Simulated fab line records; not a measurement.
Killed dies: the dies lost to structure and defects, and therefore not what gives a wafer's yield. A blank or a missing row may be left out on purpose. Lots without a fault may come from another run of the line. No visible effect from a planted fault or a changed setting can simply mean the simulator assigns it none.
Chamber matching / flow n5-finfet / ald-metal-01 running N5_HKMG_FIN_ALD_21: 4 sister chambers
The step deposits TiN, target thk 1.5 nm, pulse time 1 s, purge time 3 s. 8 wafers are shown with their chamber, then 9 later ones without.

## WAFERS WITH THEIR CHAMBER
wafer=L077.5; chamber=2; heater-power-w (W)=944; precursor-pulse-height-rel=1.008
wafer=L083.3; chamber=3; heater-power-w (W)=838; precursor-pulse-height-rel=0.982
wafer=L083.5; chamber=2; heater-power-w (W)=936; precursor-pulse-height-rel=1.015
wafer=L085.4; chamber=1; heater-power-w (W)=978; precursor-pulse-height-rel=1.019
wafer=L085.5; chamber=1; heater-power-w (W)=957; precursor-pulse-height-rel=1.000
wafer=L086.2; chamber=0; heater-power-w (W)=945; precursor-pulse-height-rel=1.000
wafer=L086.4; chamber=0; heater-power-w (W)=962; precursor-pulse-height-rel=0.952
wafer=L086.6; chamber=3; heater-power-w (W)=822; precursor-pulse-height-rel=0.978

## WAFERS MISSING THEIR CHAMBER
wafer=L087.2; heater-power-w (W)=953; precursor-pulse-height-rel=0.992
wafer=L087.3; heater-power-w (W)=796; precursor-pulse-height-rel=1.007
wafer=L087.4; heater-power-w (W)=816; precursor-pulse-height-rel=1.018
wafer=L089.1; heater-power-w (W)=937; precursor-pulse-height-rel=1.022
wafer=L089.3; heater-power-w (W)=955; precursor-pulse-height-rel=0.983
wafer=L089.4; heater-power-w (W)=928; precursor-pulse-height-rel=0.970
wafer=L093.1; heater-power-w (W)=913; precursor-pulse-height-rel=1.019
wafer=L093.2; heater-power-w (W)=826; precursor-pulse-height-rel=0.968
wafer=L093.5; heater-power-w (W)=957; precursor-pulse-height-rel=0.989

## WHICH CHAMBER EACH WENT THROUGH
wafer=L087.2; from the rows above=can't be placed: 0 or 2 or 1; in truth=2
wafer=L087.3; from the rows above=3; in truth=3
wafer=L087.4; from the rows above=3; in truth=3
wafer=L089.1; from the rows above=2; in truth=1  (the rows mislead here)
wafer=L089.3; from the rows above=can't be placed: 0 or 1 or 2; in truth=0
wafer=L089.4; from the rows above=can't be placed: 0 or 2 or 1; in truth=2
wafer=L093.1; from the rows above=can't be placed: 2 or 0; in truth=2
wafer=L093.2; from the rows above=3; in truth=3
wafer=L093.5; from the rows above=can't be placed: 0 or 1 or 2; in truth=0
Placed correctly: 3 of 9. These rows do not allow placing 5 (true chamber among the candidates in 5). Number placed wrongly: 1.
How it was worked out, from the rows above alone: a wafer's distance from a chamber is the root of the sum, over the readings, of the square of ((its reading less the chamber's mean) divided by the reading's scatter). If the next closest chamber is less than 2 further off than the closest, the wafer can't be placed; otherwise it belongs to the closest. A chamber's mean is the mean of its shown wafers. The scatter is the square root of a quotient: the sum, over the shown wafers, of each reading's squared deviation from its chamber's mean, divided by wafers minus chambers.
